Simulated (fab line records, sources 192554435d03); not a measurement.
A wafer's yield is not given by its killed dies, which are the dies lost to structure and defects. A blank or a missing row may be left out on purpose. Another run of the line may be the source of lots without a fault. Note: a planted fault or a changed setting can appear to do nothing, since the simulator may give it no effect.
Comparing a struck lot with a sound one ; flow n5 finfet ; 42 steps out of a route of 1938
Sound: wafers L766.1, L766.4, L766.6. Struck: wafer L773.4. The cause comes at the end.
Each step with rows lists, per side, the tool, then ch with its chambers, then its first start. Under that, the readings that differ: sound wafers ; struck wafers ; difference of the means ; sigmas: that difference in standard deviations of wafers without a fault.
alike: readings whose means differ by less than 2 such deviations, and words and numbers that are the same on both sides. not compared: withheld readings, readings that some wafer has no value for, bounds like >300 that may hide the same value, and numbers for which the record gives no deviation and whose values overlap.
The two part at a step that has a row with sigmas, a row that says differs or no value, or rows on one side only. Numbers that have no deviation but don't overlap get no sigmas and don't part them. A reading missing from all wafers of one side parts the sides only when that side holds two or more wafers.

first, 1 step without rows for these wafers: N5_MIM_BOT_LITHO_HARDBAKE_09 (time 120 s).
N5_MIM_BOT_LITHO_CD_MEAS_08: the cd target is 3000 nm.
  sound on cd sem-03 ch 0, day 12 19:31; struck on cd sem-03 ch 0, day 14 02:41
  alike: cd nm
N5_MIM_BOT_LITHO_OVL_MEAS_11:
  sound on overlay-02 ch 0, day 12 19:33; struck on overlay-02 ch 0, day 14 02:43
  alike: MIM_BOT_OVL
N5_MIM_BOT_LITHO_INSPECT_12: inspects for defects (macro).
  sound on defect inspect-02 at day 12 19:35; struck on defect inspect-02 at day 14 02:44
  alike: raw defect count
then, 1 step without rows for these wafers: N5_MIM_BOT_LITHO_DESCUM_10 (chemistry O2, time 7.9 s).
N5_MIM_BOT_ETCH_ETCH_04: etches SiNx in CF4/O2, target depth 26 nm, time 13 s.
  sound on rie diel-05 ch 0,1,2, day 12 19:41; struck on rie diel-06 ch 1, day 14 02:50
  alike: drypump motor current A, mfc ar sccm, oes product au, rf vpp V, showerhead plenum p Torr, throttle valve pct
  not compared: rf hours counter h
then, 6 steps without rows for these wafers: N5_MIM_BOT_ETCH_ETCH_03 (etches the open film in Cl2/BCl3, target depth 12 nm); N5_MIM_BOT_ETCH_ETCH_00 (etches TiN in Cl2/BCl3, target depth 45.5 nm); N5_MIM_BOT_ETCH_STRIP_01 (strips in O2); N5_MIM_BOT_ETCH_STRIP_02 (strips in post etch residue remover, time 1200 s); N5_MIM_BOT_ETCH_CLEAN_05 (cleans in IPA, time 180 s); N5_MIM_BOT_ETCH_SRD_06 (time 30 s).
N5_PASSIVATION_PECVD_55: deposits SiO2 from SiH4/N2O, target thk 400 nm, time 22.5 s.
  sound on pecvd-03 ch 1,2, day 12 20:31; struck on pecvd-03 ch 1, day 14 03:46
  alike: heater power w, showerhead plenum p Torr, throttle valve pct
N5_PASSIVATION_PECVD_01: deposits SiNx from SiH4/NH3/N2, target thk 200 nm, time 43.2 s.
  sound on pecvd-03 ch 1,2, day 12 20:33; struck on pecvd-03 ch 1, day 14 03:48
  alike: heater power w, showerhead plenum p Torr, throttle valve pct
then, 8 steps without rows for these wafers: N5_PASSIVATION_HMDS_03 (time 60 s); N5_PASSIVATION_COAT_04; N5_PASSIVATION_EBR_06; N5_PASSIVATION_SOFTBAKE_05 (time 90 s); N5_PASSIVATION_EXPOSE_07 (exposes mask TV, defocus 0 nm, target cd 3000 nm); N5_PASSIVATION_PEB_08; N5_PASSIVATION_DEVELOP_09 (develop time 60 s); N5_PASSIVATION_HARDBAKE_11 (time 120 s).
N5_PASSIVATION_CD_MEAS_10: the cd target is 3000 nm.
  sound on cd sem-03 ch 0, day 12 21:10; struck on cd sem-01 ch 0, day 14 06:49
  alike: cd nm
N5_PASSIVATION_OVL_MEAS_60:
  sound on overlay-02 ch 0, day 12 21:11; struck on overlay-02 ch 0, day 14 06:51
reading;sound;struck;difference;sigmas
TV_OVL (nm);-9 -11 -12;4;+15;+3
N5_PASSIVATION_DESCUM_12: chemistry O2, time 7.9 s.
  sound on rie diel-01 ch 0,2, day 12 21:17; struck on rie diel-02 ch 2, day 14 06:54
reading;sound;struck;difference;sigmas
showerhead plenum p Torr (Torr);2.16 2.21 2.16;1.92;-0.26;-3
  alike: bias power w, drypump motor current A, oes product au, rf vpp V, throttle valve pct
  not compared: rf hours counter h
then, 7 steps without rows for these wafers: N5_PASSIVATION_PASS_ETCH_74 (etches SiNx in CF4/O2, target depth 220 nm, time 110 s); N5_PASSIVATION_VIA_ETCH_13 (etches SiO2 in CHF3/O2, target depth 660 nm, time 330 s); N5_PASSIVATION_STRIP_14 (strips in O2); N5_PASSIVATION_ETCH_15 (etches SiCN in CF4/N2, target depth 75 nm, time 81.2 s); N5_PASSIVATION_STRIP_73 (strips in post etch residue remover, time 60 s); N5_PASSIVATION_SRD_17 (time 30 s, dry time 30 s); N5_PASSIVATION_DEGAS_18 (time 60 s).
N5_PASSIVATION_PRE_CLEAN_19:
  sound on pvd sputter-03 at day 12 22:43; struck on pvd sputter-02 at day 14 08:16
  alike: heater power w
N5_PASSIVATION_SPUTTER_20: material TaN, target thk 50 nm.
  sound on pvd sputter-03 at day 12 22:45; struck on pvd sputter-02 at day 14 08:18
  alike: throttle valve pct
then, 7 steps without rows for these wafers: N5_PASSIVATION_AL_DEP_21 (deposits Al, target thk 2800 nm, time 170 s); N5_PASSIVATION_HMDS_23 (time 60 s); N5_PASSIVATION_COAT_24; N5_PASSIVATION_EBR_26; N5_PASSIVATION_SOFTBAKE_25 (time 90 s); N5_PASSIVATION_EXPOSE_27 (exposes mask PAD, defocus 0 nm); N5_PASSIVATION_PEB_28.
N5_PASSIVATION_PROBE_49:
  the record has rows for the struck wafers here (prober-02, day 14 14:04) and none for the sound ones

## WHERE THEY PART
Last at N5_PASSIVATION_PROBE_49 as far as this record goes, first at N5_PASSIVATION_OVL_MEAS_60.

WHY: whatever the simulator had introduced
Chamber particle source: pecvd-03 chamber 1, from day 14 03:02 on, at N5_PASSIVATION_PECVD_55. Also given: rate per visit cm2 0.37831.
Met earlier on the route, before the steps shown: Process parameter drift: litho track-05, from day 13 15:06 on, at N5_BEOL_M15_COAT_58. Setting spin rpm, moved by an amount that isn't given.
